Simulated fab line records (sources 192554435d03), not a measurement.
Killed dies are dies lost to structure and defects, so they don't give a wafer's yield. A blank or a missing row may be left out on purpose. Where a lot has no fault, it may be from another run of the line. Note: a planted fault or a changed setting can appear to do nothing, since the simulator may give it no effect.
Matching of chambers	flow n5 finfet	cvd co-02 running N5_BEOL_M0_CO_CAP_123: 3 sister chambers
The step material Co, precursor CCTBA/H2, target thk 2 nm, time 102.1 s. 14 wafers are shown with their chamber, then 7 later ones without.

== EACH WAFER AND ITS CHAMBER ==
wafer	chamber	heater power w (W)
L123.2	2	255
L123.3	1	238
L123.5	0	217
L124.2	1	229
L124.3	0	215
L124.4	0	214
L128.1	0	214
L128.4	2	248
L128.5	0	213
L130.1	0	212
L130.3	1	236
L130.6	1	233
L132.1	0	214
L132.2	1	231

SIGNATURES (averages over the wafers above)
reading	chamber 0	chamber 1	chamber 2	scatter within a chamber
heater power w	214.14	233.40	251.50	2.9
Rule: for each reading, subtract the chamber's mean from the wafer's reading, divide by that reading's scatter and square the result; add these up over the readings and take the root, which gives the wafer's distance from the chamber. The wafer belongs to the nearest chamber; if the next one is less than 2 further off, it can't be placed. The scatter is the square root of a quotient: the sum, over the shown wafers, of each reading's squared deviation from its chamber's mean, divided by wafers minus chambers.

== WAFERS WITH NO CHAMBER GIVEN ==
wafer	heater power w (W)
L132.6	232
L136.3	237
L136.4	233
L136.5	211
L143.1	234
L143.2	253
L143.4	235

== THE CHAMBER EACH PASSED THROUGH ==
wafer	from the rows above	in truth
L132.6	1	1
L136.3	1	1
L136.4	1	1
L136.5	0	0
L143.1	1	1
L143.2	2	2
L143.4	1	1
7 of 7 placed correctly. Number that these rows cannot place: 0. 0 placed wrongly.
